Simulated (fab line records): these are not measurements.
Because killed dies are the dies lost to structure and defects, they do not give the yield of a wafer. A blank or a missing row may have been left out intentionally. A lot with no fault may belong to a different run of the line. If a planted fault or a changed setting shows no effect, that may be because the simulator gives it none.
fab line records	flow n5_finfet
[record] lots = 6	wafers = 16	last_day = 17
route steps=1938 shown PMOS_HMC_CHANNEL_EPI@84 FIN_SAQP@90 STI_FIN_REVEAL@196
lots untouched by any fault: they come from a run of this same line in which no faults occurred
start_h: the number of hours between the record's first day and the start of the first shown wafer of the lot	wait_h: hours elapsed since this lot's preceding step	" repeats the value in the row above	L1.1+2: a single row standing in for several wafers	- no value, or no start was given	* or withheld: withheld	< > ~ a bound
route shown NAME@n: a module of which the file shows steps, and the number in the route of the first	usual: mean/standard deviation of fault-free wafers	same: alike in all rows	chamber/n: place in a boat	sites: readings site by site	_std_site: standard deviation of those values	_edge_site: the outer-site mean with the inner-site mean subtracted	radius_mm: how far each site lies from the wafer's centre	mask NAME#n: copy n	behind: the last tool/chamber to shape the wafer	hold: the reason the lot was held/the length of the hold in hours/how it ended	device: transistor that didn't switch, given as n, p or np	end of line: the route-end tests of the same wafers	a step with no rows: only its recipe	killed: not the wafer's yield, but the dies lost to structure and defects at the first sort	map: dies across one wafer; x = killed, . = not, _ = none there
set.NAME: the setting that was run; set.NAME@STEP: the one run at that earlier step	model.NAME: the simulator's own value behind a step, which no gauge read
a table for each step, a row for each wafer; lots at some steps of the route
services: the hour from which a tool's chamber was out of use, counted from the record's first day as start_h (under 0 if before that day), plus the number of hours and why
[[steps]]
[step N5_PMOS_HMC_CHANNEL_EPI_PRECLEAN_37]
[recipe] chemistry = O3/DIW	time_s = 45	temp_c = 22	o3_ppm = 10
[step N5_PMOS_HMC_CHANNEL_EPI_PRECLEAN_24]
[recipe] chemistry = DHF	time_s = 30	temp_c = 25	dilution = withheld
[step N5_PMOS_HMC_CHANNEL_EPI_SRD_25]
[recipe] dry = ipa_marangoni	do_ppb = 5	time_s = 30	temp_c = 23	rinse_liquid = diw
[step N5_PMOS_HMC_CHANNEL_EPI_EPI_26]
[recipe] material = Si	target_thk_a = 38	temp_c = 650	precursor = SiH4/H2	pressure_torr = 20	time_s = 22.7
[usual] throttle_valve_pct = 11.6/0.31
lot.wafer	tool	chamber	start_h	wait_h	throttle_valve_pct
L795.2	epi_rpcvd-04	0	55.43	0.1	11.2
L795.3	"	0	"	"	11.5
L795.5	"	0	"	"	11.4
L800.1	epi_rpcvd-01	0	85.86	0.0	11.3
L800.3	"	0	"	"	11.3
L800.6	"	0	"	"	11.3
L804.4	epi_rpcvd-03	0	110.22	0.2	11.9
L804.5	"	0	"	"	11.9
L805.5	epi_rpcvd-03	0	116.13	0.2	12.2
L805.6	"	0	"	"	12.0
L810.2	epi_rpcvd-03	0	146.89	0.1	11.8
L810.3	"	0	"	"	12.3
L810.6	"	0	"	"	11.9
L811.1	epi_rpcvd-04	0	152.00	0.0	11.4
L811.2	"	0	"	"	11.1
L811.5	"	0	"	"	10.9
[step N5_PMOS_HMC_CHANNEL_EPI_INSPECT_30]
[recipe] inspect_instrument = darkfield	mode = post_epi
[usual] raw_defect_count = 20/6.6
lot.wafer	tool	chamber	start_h	wait_h	raw_defect_count
L795.2	defect_inspect-01	-	55.76	0.0	19
L795.3	"	-	"	"	29
L795.5	"	-	"	"	20
L800.1	defect_inspect-02	-	86.24	0.0	14
L800.3	"	-	"	"	22
L800.6	"	-	"	"	14
L804.4	defect_inspect-01	-	110.45	0.0	8
L804.5	"	-	"	"	17
L805.5	defect_inspect-01	-	116.31	0.0	11
L805.6	"	-	"	"	14
L810.2	defect_inspect-01	-	147.22	0.0	18
L810.3	"	-	"	"	25
L810.6	"	-	"	"	25
L811.1	defect_inspect-01	-	152.47	0.0	30
L811.2	"	-	"	"	19
L811.5	"	-	"	"	43
[step N5_FIN_SAQP_PRECLEAN_42]
[recipe] chemistry = O3/DIW	time_s = 60	temp_c = 22	o3_ppm = 10
[step N5_FIN_SAQP_PRECLEAN_00]
[recipe] chemistry = SC1	time_s = 60	temp_c = 55	mix = 1:2:50
[step N5_FIN_SAQP_PRECLEAN_44]
[recipe] chemistry = SC2	time_s = 45	temp_c = 35	mix = 1:1:50
[step N5_FIN_SAQP_SRD_01]
[recipe] dry = ipa_marangoni	time_s = 30	temp_c = 23	rinse_liquid = diw
[step N5_FIN_SAQP_ALD_61]
[recipe] material = SiO2	target_thk_a = 40	temp_c = 300	ald_precursor_family = BDEAS	ald_co_reactant = O2-plasma	pulse_time_s = 1	purge_time_s = 2	co_reactant_purge_time_s = 2	ald_cycles = 43	pressure_torr = 2
[usual] heater_power_w = 449/41	precursor_pulse_height_rel = 1.005/0.021
[same] purge_time_s = 2
lot.wafer	tool	chamber	start_h	wait_h	heater_power_w	precursor_pulse_height_rel
L795.2	ald_sin-01	1	55.88	0.0	552	1.031
L795.3	"	2	"	"	470	1.041
L795.5	"	2	"	"	482	0.967
L800.1	ald_sin-04	2	86.61	0.3	439	0.984
L800.3	"	3	"	"	452	0.960
L800.6	"	3	"	"	472	0.998
L804.4	ald_sin-02	2	110.57	0.0	467	1.011
L804.5	"	0	"	"	499	1.023
L805.5	ald_sin-01	2	116.51	0.1	467	0.995
L805.6	"	3	"	"	419	1.004
L810.2	ald_sin-04	3	147.64	0.3	449	1.012
L810.3	"	1	"	"	446	1.001
L810.6	"	0	"	"	389	1.034
L811.1	ald_sin-02	0	153.66	1.1	524	1.002
L811.2	"	2	"	"	473	1.019
L811.5	"	3	"	"	489	0.990
[step N5_FIN_SAQP_DENSIFY_62]
[recipe] temp_c = 700	time_s = 60	ambient = N2	idle_temp_c = 600	ramp_up_c_per_s = 150	ramp_down_c_per_s = 60	cool_to_c = 600
[step N5_FIN_SAQP_HM_DEP_03]
[recipe] material = SiNx	target_thk_a = 380	temp_c = 400	precursor = SiH4/NH3/N2	pressure_torr = 1.5	rf_w = 300	time_s = 33.6
[usual] heater_power_w = 740/51	showerhead_plenum_p_Torr = 5.14/0.058	throttle_valve_pct = 40.5/2.2
lot.wafer	tool	chamber	start_h	wait_h	heater_power_w	showerhead_plenum_p_Torr	throttle_valve_pct	model.SiNx_of_FIN_SAQP_HM_DEP_03.thk_nm
L795.2	pecvd-01	0	56.30	0.2	770	5.20	40.5	37.82
L795.3	"	1	"	"	815	5.16	43.8	37.6
L795.5	"	2	"	"	707	5.13	39.3	38.6
L800.1	pecvd-02	0	87.14	0.2	723	5.02	42.5	37.34
L800.3	"	1	"	"	750	5.17	44.3	37.67
L800.6	"	0	"	"	734	5.03	42.3	38.24
L804.4	pecvd-01	2	111.01	0.1	623	5.14	39.7	38.2
L804.5	"	0	"	"	741	5.20	40.5	40.43
L805.5	pecvd-01	1	116.95	0.1	835	5.16	43.9	40.47
L805.6	"	2	"	"	733	5.14	39.6	40.62
L810.2	pecvd-03	2	148.06	0.2	845	5.04	38.5	37.91
L810.3	"	0	"	"	778	5.19	37.9	37.7
L810.6	"	2	"	"	844	5.05	38.6	38.14
L811.1	pecvd-03	2	154.33	0.2	756	5.05	38.2	37.62
L811.2	"	0	"	"	783	5.22	38.0	37.66
L811.5	"	2	"	"	754	5.05	38.4	38.66
[step N5_FIN_SAQP_THK_MEAS_05]
[usual] thk_nm = 38.0/0.46
lot.wafer	tool	chamber	start_h	wait_h	thk_nm
L795.2	film_metro-02	-	56.39	0.1	37.8
L795.3	"	-	"	"	37.7
L795.5	"	-	"	"	38.6
L800.1	film_metro-01	-	87.22	0.1	37.4
L800.3	"	-	"	"	37.7
L800.6	"	-	"	"	38.3
L804.4	film_metro-02	-	111.07	0.0	38.2
L804.5	"	-	"	"	40.5
L805.5	film_metro-02	-	117.01	0.0	40.4
L805.6	"	-	"	"	40.6
L810.2	film_metro-02	-	148.15	0.1	37.9
L810.3	"	-	"	"	37.7
L810.6	"	-	"	"	38.1
L811.1	film_metro-01	-	154.42	0.1	37.6
L811.2	"	-	"	"	37.7
L811.5	"	-	"	"	38.7
[step N5_FIN_SAQP_PECVD_47]
[recipe] material = a-Si	target_thk_a = 450	temp_c = 400	precursor = SiH4/He	pressure_torr = 3	rf_w = 100	time_s = 36.3
[step N5_FIN_SAQP_PECVD_48]
[recipe] material = SiNx	target_thk_a = 250	temp_c = 400	precursor = SiH4/NH3/N2	pressure_torr = 1.5	rf_w = 300	time_s = 22.1
[step N5_FIN_SAQP_PECVD_06]
[recipe] material = a-Si	target_thk_a = 600	temp_c = 400	precursor = SiH4/He	pressure_torr = 3	rf_w = 100	time_s = 48.1
[step N5_FIN_SAQP_THK_MEAS_07]
[usual] thk_nm = 59.9/0.8
lot.wafer	tool	chamber	start_h	wait_h	thk_nm
L795.2	film_metro-02	-	56.60	0.1	59.4
L795.3	"	-	"	"	59.1
L795.5	"	-	"	"	60.5
L800.1	film_metro-01	-	87.43	0.1	58.6
L800.3	"	-	"	"	59.0
L800.6	"	-	"	"	60.6
L804.4	film_metro-01	-	111.28	0.0	59.6
L804.5	"	-	"	"	60.0
L805.5	film_metro-02	-	117.22	0.0	60.8
L805.6	"	-	"	"	59.7
L810.2	film_metro-01	-	148.35	0.1	59.8
L810.3	"	-	"	"	60.1
L810.6	"	-	"	"	61.1
L811.1	film_metro-02	-	154.64	0.1	59.4
L811.2	"	-	"	"	60.0
L811.5	"	-	"	"	60.5
[step N5_FIN_SAQP_HM_DEP_72]
[recipe] material = SiO2	target_thk_a = 120	temp_c = 400	precursor = SiH4/N2O	pressure_torr = 0.75	rf_w = 275	time_s = 7.2
[usual] heater_power_w = 729/52	showerhead_plenum_p_Torr = 8.12/0.13
lot.wafer	tool	chamber	start_h	wait_h	heater_power_w	showerhead_plenum_p_Torr
L795.2	pecvd-02	0	56.63	0.0	778	7.92
L795.3	"	2	"	"	761	8.00
L795.5	"	2	"	"	739	8.00
L800.1	pecvd-02	2	87.47	0.0	741	8.02
L800.3	"	0	"	"	678	7.95
L800.6	"	0	"	"	687	7.93
L804.4	pecvd-01	0	111.34	0.1	753	8.23
L804.5	"	2	"	"	632	8.15
L805.5	pecvd-01	0	117.28	0.1	633	8.24
L805.6	"	2	"	"	604	8.14
L810.2	pecvd-02	1	148.39	0.0	722	8.21
L810.3	"	0	"	"	722	7.94
L810.6	"	2	"	"	700	8.00
L811.1	pecvd-03	0	154.68	0.0	795	8.29
L811.2	"	1	"	"	715	8.13
L811.5	"	2	"	"	760	7.93
[step N5_FIN_SAQP_COAT_49]
[recipe] resist = SOC	temp_c = 250	time_s = 60	spin_rpm = 1500	resist_thk_nm = 100
[step N5_FIN_SAQP_COAT_50]
[recipe] resist = SiARC	temp_c = 220	time_s = 60	spin_rpm = 1500	resist_thk_nm = 35
[step N5_FIN_SAQP_COAT_10]
[recipe] resist = CAR-ArF	spin_rpm = 1500	resist_thk_nm = 90
[step N5_FIN_SAQP_EBR_12]
[recipe] solvent = PGMEA	ebr_width_mm = 1.5
[step N5_FIN_SAQP_SOFTBAKE_11]
[recipe] temp_c = 110	time_s = 60	resist = CAR-ArF
[step N5_FIN_SAQP_EXPOSE_13]
[recipe] mask_id = FIN_CORE	na = 1.35	source_shape = dipole	sigma_inner = 0.538	sigma_outer = 0.738	polarization = te	target_cd_nm = 35.6	dose_mj = 63.25
[step N5_FIN_SAQP_PEB_14]
[recipe] peb_temp_c = withheld	peb_time_s = 60	resist = CAR-ArF
[step N5_FIN_SAQP_DEVELOP_15]
[recipe] develop_time_s = 30	developer = TMAH	resist = CAR-ArF	dev_temp_c = 23	rinse_liquid = diw	dry = air_spin
[step N5_FIN_SAQP_CD_MEAS_16]
[recipe] target_cd_nm = 35.6	landing_energy_ev = 500	detector = se_inlens
[usual] cd_nm = 35.66/0.25
lot.wafer	tool	chamber	start_h	wait_h	cd_nm
L795.2	cd_sem-03	0	57.08	-	35.36
L795.3	"	0	"	"	35.57
L795.5	"	0	"	"	35.75
L800.1	cd_sem-01	0	87.79	-	35.85
L800.3	"	0	"	"	36.11
L800.6	"	0	"	"	35.98
L804.4	cd_sem-02	0	111.65	-	35.54
L804.5	"	0	"	"	35.67
L805.5	cd_sem-03	0	117.59	-	35.27
L805.6	"	0	"	"	35.60
L810.2	cd_sem-01	0	148.84	-	35.56
L810.3	"	0	"	"	35.28
L810.6	"	0	"	"	36.12
L811.1	cd_sem-01	0	155.14	-	36.17
L811.2	"	0	"	"	35.49
L811.5	"	0	"	"	35.49
[step N5_FIN_SAQP_OVL_MEAS_17]
[recipe] points_per_wafer = 44
[usual] FIN_CORE_OVL = -0.3/0.77
lot.wafer	tool	chamber	start_h	wait_h	FIN_CORE_OVL[nm]
L795.2	overlay-02	0	57.15	0.1	0.9
L795.3	"	0	"	"	-1.4
L795.5	"	0	"	"	-1.3
L800.1	overlay-02	0	87.83	0.0	0.5
L800.3	"	0	"	"	-0.7
L800.6	"	0	"	"	0.1
L804.4	overlay-02	0	111.68	0.0	0.0
L804.5	"	0	"	"	-0.3
L805.5	overlay-01	0	117.62	0.0	0.4
L805.6	"	0	"	"	1.5
L810.2	overlay-02	0	148.88	0.0	-1.9
L810.3	"	0	"	"	0.1
L810.6	"	0	"	"	-2.1
L811.1	overlay-01	0	155.18	0.0	-0.7
L811.2	"	0	"	"	-1.8
L811.5	"	0	"	"	-1.0
[step N5_FIN_SAQP_INSPECT_18]
[recipe] mode = adi	inspect_instrument = brightfield
[usual] raw_defect_count = 454/120
lot.wafer	tool	chamber	start_h	wait_h	raw_defect_count
L795.2	defect_inspect-01	-	57.18	0.0	445
L795.3	"	-	"	"	484
L795.5	"	-	"	"	343
L800.1	defect_inspect-02	-	87.85	0.0	281
L800.3	"	-	"	"	289
L800.6	"	-	"	"	416
L804.4	defect_inspect-02	-	111.70	0.0	357
L804.5	"	-	"	"	457
L805.5	defect_inspect-02	-	117.64	0.0	513
L805.6	"	-	"	"	496
L810.2	defect_inspect-02	-	148.90	0.0	628
L810.3	"	-	"	"	654
L810.6	"	-	"	"	457
L811.1	defect_inspect-01	-	155.20	0.0	355
L811.2	"	-	"	"	251
L811.5	"	-	"	"	364
[step N5_FIN_SAQP_DESCUM_21]
[recipe] chemistry = O2	time_s = 7.9	source_power_w = 50	bias_power_w = 20	pressure_mtorr = 20	rf_frequency_hz = 2.712e+07	temp_c = 40	resist = CAR-ArF	o2_flow_sccm = 225
[step N5_FIN_SAQP_ETCH_51]
[recipe] chemistry = CF4	target = SiARC	target_depth_a = 455	mask_material = CAR-ArF	time_s = 75.8	ion_energy_ev = 80	pressure_mtorr = 40	source_w = 545	bias_w = 36	Ar_flow_sccm = 100	cf4_flow_sccm = 100	ends = cleared
[usual] drypump_motor_current_A = 5.9/0.36	etch_rf_on_time_s = 75.1/1.1	oes_product_au = 0.67/0.074	rf_vpp_V = 184.5/1	showerhead_plenum_p_Torr = 2.18/0.065	throttle_valve_pct = 15.62/0.27
lot.wafer	tool	chamber	start_h	wait_h	drypump_motor_current_A	etch_rf_on_time_s	oes_product_au	rf_hours_counter_h	rf_vpp_V	showerhead_plenum_p_Torr	throttle_valve_pct
L795.2	rie_diel-04	2	57.25	0.0	6.1	76.4	0.67	127	184.5	2.15	15.92
L795.3	"	1	"	"	6.5	75.5	0.60	201	183.8	2.22	15.91
L795.5	"	1	"	"	6.5	75.7	0.61	-	185.1	2.22	15.89
L800.1	rie_diel-05	1	87.92	0.0	5.5	76.1	0.62	155	186.2	2.22	15.65
L800.3	"	3	"	"	5.8	72.6	0.78	21	184.4	2.10	15.39
L800.6	"	1	"	"	5.5	75.9	0.62	-	185.4	2.22	15.65
L804.4	rie_diel-04	1	111.77	0.0	6.5	74.6	0.60	221	184.0	2.21	15.93
L804.5	"	2	"	"	6.1	76.5	0.66	-	183.2	2.14	15.93
L805.5	rie_diel-05	0	117.74	0.0	5.6	74.6	0.77	-	186.8	2.28	15.24
L805.6	"	1	"	"	5.5	76.4	0.61	-	185.3	2.22	15.68
L810.2	rie_diel-05	2	149.18	0.0	5.5	75.2	0.74	42	183.6	2.17	15.45
L810.3	"	0	"	"	5.6	73.5	0.76	28	185.5	2.27	15.27
L810.6	"	3	"	"	5.8	73.8	0.74	-	183.6	2.09	15.44
L811.1	rie_diel-03	0	155.27	0.0	5.7	77.1	0.58	223	185.5	2.20	15.90
L811.2	"	3	"	"	5.5	77.3	0.62	172	185.3	2.13	15.93
L811.5	"	0	"	"	5.7	76.4	0.59	-	184.9	2.20	15.88
[step N5_FIN_SAQP_ETCH_52]
[recipe] chemistry = N2/H2	target = SOC	target_depth_a = 1000	overetch_a = 200	mask_material = SiARC	temp_c = 40	time_s = 150	ion_energy_ev = 200	pressure_mtorr = 30	source_w = 840	bias_w = 150	n2_flow_sccm = 200	h2_flow_sccm = 200	ends = end_point
[step N5_FIN_SAQP_STRIP_53]
[recipe] chemistry = N2/H2	temp_c = 40	n2_flow_sccm = 200	h2_flow_sccm = 200	rf_frequency_hz = 6e+07
[step N5_FIN_SAQP_HM_OPEN_73]
[recipe] chemistry = CHF3/O2	target = SiO2	stop_on = a-Si	target_depth_a = 120	over_etch_frac = 1.8	mask_material = SOC	time_s = 16.8	pressure_mtorr = 30	source_w = 650	bias_w = 170	Ar_flow_sccm = 200	CHF3_flow_sccm = 50	O2_flow_sccm = 5	ion_energy_ev = 200	ends = end_point
[step N5_FIN_SAQP_STRIP_74]
[recipe] chemistry = CHF3/O2	resist = SiARC	rf_frequency_hz = 6e+07
[step N5_FIN_SAQP_MANDREL_ETCH_22]
[recipe] target_depth_a = 600	chemistry = HBr/Cl2	target = a-Si	stop_on = SiNx	bt_time_s = 10	over_etch_frac = 0.5	time_s = 30	pressure_mtorr = 10	icp_w = 800	bias_w = 75	HBr_flow_sccm = 150	Cl2_flow_sccm = 80	ends = end_point
[step N5_FIN_SAQP_STRIP_55]
[recipe] chemistry = N2/H2	power_w = 500	temp_c = 40	pressure_mtorr = 50	rf_frequency_hz = 6e+07	overash_fraction = 0.3	bias_power_w = 28	h2_frac = 0.5	n2_flow_sccm = 300	h2_flow_sccm = 300
[step N5_FIN_SAQP_STRIP_23]
[recipe] chemistry = SPM	time_s = 750	temp_c = 130	h2so4_h2o2_vol_ratio = 4
[step N5_FIN_SAQP_SRD_66]
[recipe] dry = ipa_marangoni	time_s = 30	temp_c = 23	rinse_liquid = diw
[step N5_FIN_SAQP_RECESS_75]
[recipe] chemistry = HF/NH3	target = SiO2	target_depth_a = 144	afs_cycles = 3	temp_c = 30	sublimation_temp_c = 180	sublimation_time_s = 60
[usual] drypump_motor_current_A = 5.5/0.45
lot.wafer	tool	chamber	start_h	wait_h	drypump_motor_current_A
L795.2	vapor_etch-02	1	57.98	0.0	5.1
L795.3	"	1	"	"	5.1
L795.5	"	0	"	"	6.1
L800.1	vapor_etch-02	1	88.91	0.0	5.1
L800.3	"	1	"	"	5.1
L800.6	"	1	"	"	5.1
L804.4	vapor_etch-02	0	112.56	0.1	6.1
L804.5	"	0	"	"	6.1
L805.5	vapor_etch-01	1	118.62	0.3	5.0
L805.6	"	0	"	"	5.4
L810.2	vapor_etch-01	0	149.85	0.0	5.5
L810.3	"	0	"	"	5.5
L810.6	"	1	"	"	5.0
L811.1	vapor_etch-02	1	155.94	0.0	5.1
L811.2	"	0	"	"	6.1
L811.5	"	1	"	"	5.1
[step N5_FIN_SAQP_SPACER1_ALD_24]
[recipe] material = SiO2	target_thk_a = 203	temp_c = 300	ald_precursor_family = BDEAS	ald_co_reactant = O2-plasma	pulse_time_s = 1	purge_time_s = 2	co_reactant_purge_time_s = 2	ald_cycles = 218	pressure_torr = 2
[step N5_FIN_SAQP_HM_OPEN_33]
[recipe] chemistry = CH3F/O2	target = SiNx	mask_material = SiO2	target_depth_a = 494	time_s = 70.6	pressure_mtorr = 30	source_w = 395	bias_w = 73	Ar_flow_sccm = 150	CH3F_flow_sccm = 30	O2_flow_sccm = 20	ion_energy_ev = 120	ends = cleared
[usual] drypump_motor_current_A = 6.0/0.35	etch_rf_on_time_s = 69.0/1.2	oes_product_au = 0.66/0.062	rf_vpp_V = 298/3.6	showerhead_plenum_p_Torr = 2.03/0.057	throttle_valve_pct = 16.42/0.24
lot.wafer	tool	chamber	start_h	wait_h	drypump_motor_current_A	etch_rf_on_time_s	oes_product_au	rf_hours_counter_h	rf_vpp_V	showerhead_plenum_p_Torr	throttle_valve_pct	model.etch.depth_nm
L795.2	rie_diel-03	2	60.88	0.0	5.8	67.4	0.83	8	298	2.13	15.94	37.2
L795.3	"	1	"	"	5.4	67.8	0.66	124	293	1.93	15.89	36.94
L795.5	"	0	"	"	5.6	70.7	0.60	-	303	2.07	16.58	37.93
L800.1	rie_diel-04	3	92.78	0.0	6.2	67.8	0.66	146	298	2.00	16.56	36.71
L800.3	"	0	"	"	6.2	68.4	0.62	196	301	2.06	16.37	37.04
L800.6	"	3	"	"	6.3	69.7	0.66	-	297	2.00	16.56	37.61
L804.4	rie_diel-05	0	115.61	0.0	5.6	68.9	0.77	18	297	2.14	16.01	37.53
L804.5	"	0	"	"	5.7	73.4	0.77	-	296	2.14	16.01	39.8
L805.5	rie_diel-05	0	121.31	0.1	5.7	72.8	0.76	-	297	2.14	16.00	39.8
L805.6	"	3	"	"	5.8	71.7	0.76	-	292	1.96	16.17	39.99
L810.2	rie_diel-04	3	153.93	0.0	6.3	67.7	0.66	168	296	1.99	16.61	37.27
L810.3	"	2	"	"	6.1	68.9	0.65	154	298	1.99	16.66	37.07
L810.6	"	2	"	"	6.1	69.6	0.65	-	299	1.99	16.66	37.5
L811.1	rie_diel-03	2	161.45	0.0	5.8	67.5	0.76	42	301	2.12	16.02	36.99
L811.2	"	3	"	"	5.5	69.1	0.62	174	296	1.99	16.64	37.01
L811.5	"	2	"	"	5.8	69.3	0.76	-	298	2.12	16.02	38.02
[step N5_STI_FIN_REVEAL_RECESS_09]
[recipe] chemistry = HF/NH3	target = SiO2	afs_cycles = 11	target_depth_a = 425	temp_c = 30	sublimation_temp_c = 180	sublimation_time_s = 60
[usual] drypump_motor_current_A = 5.4/0.37
lot.wafer	tool	chamber	start_h	wait_h	drypump_motor_current_A	model.SiNx_of_FIN_SAQP_HM_DEP_03.thk_nm
L795.2	vapor_etch-01	1	69.07	0.0	5.0	18
L795.3	"	0	"	"	5.4	17.8
L795.5	"	1	"	"	5.0	18.6
L800.1	vapor_etch-01	0	101.29	0.0	5.4	17.4
L800.3	"	1	"	"	5.0	17.8
L800.6	"	1	"	"	5.0	18.4
L804.4	vapor_etch-01	1	124.25	0.6	5.0	18
L804.5	"	1	"	"	5.1	20.2
L805.5	vapor_etch-02	0	130.25	1.1	6.1	20.8
L805.6	"	1	"	"	5.1	21.2
L810.2	vapor_etch-02	0	163.87	0.0	6.1	17.8
L810.3	"	0	"	"	6.1	17.8
L810.6	"	0	"	"	6.1	18.6
L811.1	vapor_etch-02	1	170.46	0.0	5.1	17.6
L811.2	"	0	"	"	6.1	17.6
L811.5	"	1	171.52	1.1	5.1	19
[[services]]
tool	chamber	start_h	hours	kind
pecvd-02	0	34.42	2.1	scheduled_down
rie_diel-05	0	40.64	-	clean
rie_diel-05	0	40.64	-	consumable_replace:focus_ring
rie_diel-05	0	40.64	-	consumable_replace:showerhead
rie_diel-05	0	40.64	23.2	scheduled_down
rie_diel-05	0	40.64	23.2	vent_cycle
ald_sin-02	1	41.32	14.1	repair
rie_diel-05	3	55.27	10.0	repair
rie_diel-04	2	65.79	6.7	repair
pecvd-02	-	70.15	1.5	repair
pecvd-02	0	73.14	8.3	repair
rie_diel-03	3	95.34	22.6	repair
pecvd-03	0	98.50	6.5	repair
rie_diel-03	0	103.91	18.7	repair
rie_diel-03	-	112.50	2.8	repair
rie_diel-04	2	116.92	6.0	repair
pecvd-03	-	126.99	0.5	repair
epi_rpcvd-03	-	127.45	2.8	pm
pecvd-02	1	131.04	2.1	scheduled_down
ald_sin-01	-	136.65	28.1	pm
pecvd-02	2	156.91	2.1	scheduled_down
epi_rpcvd-01	-	161.63	2.8	pm
ald_sin-01	-	164.75	6.0	pm
pecvd-01	-	166.23	6.0	pm
[[key]]
[first_sign] step = N5_FIN_SAQP_THK_MEAS_05	reading = thk_nm	direction = up	sigmas = 5.5	usual = *	struck = *
[effect] step = N5_FIN_SAQP_HM_OPEN_33	reading = etch_rf_on_time_s	direction = up	sigmas = 3.2	usual = *	struck = *
[model_effect] step = N5_FIN_SAQP_HM_DEP_03	value = SiNx_of_FIN_SAQP_HM_DEP_03.thk_nm	without = 38.11	struck = 40.51
[model_effect] step = N5_FIN_SAQP_HM_OPEN_33	value = etch.depth_nm	without = 37.47	struck = 39.87
[model_effect] step = N5_STI_FIN_REVEAL_RECESS_09	value = SiNx_of_FIN_SAQP_HM_DEP_03.thk_nm	without = 18.33	struck = 20.73
met_at N5_FIN_SAQP_HM_DEP_03
struck_wafers L804.5,L805.5,L805.6
tester_left_out L804,L805
onset_between 56.30 111.01
[fault] kind = process_parameter_drift	tool = pecvd-01	chamber = -	onset_h = 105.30	steps = N5_FIN_SAQP_HM_DEP_03	channel = time_s	offset = *	shape = step	end_h = 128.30	scope = struck_wafers_only	acts_in = *	stated = *
// tester_left_out: of these lots the tester's yield and bins aren't shown, on N5 and GAA mostly nor the transistor test; their killed dies are dies lost to structure and defects alone, not to doping, threshold or leakage, so they don't give the yield
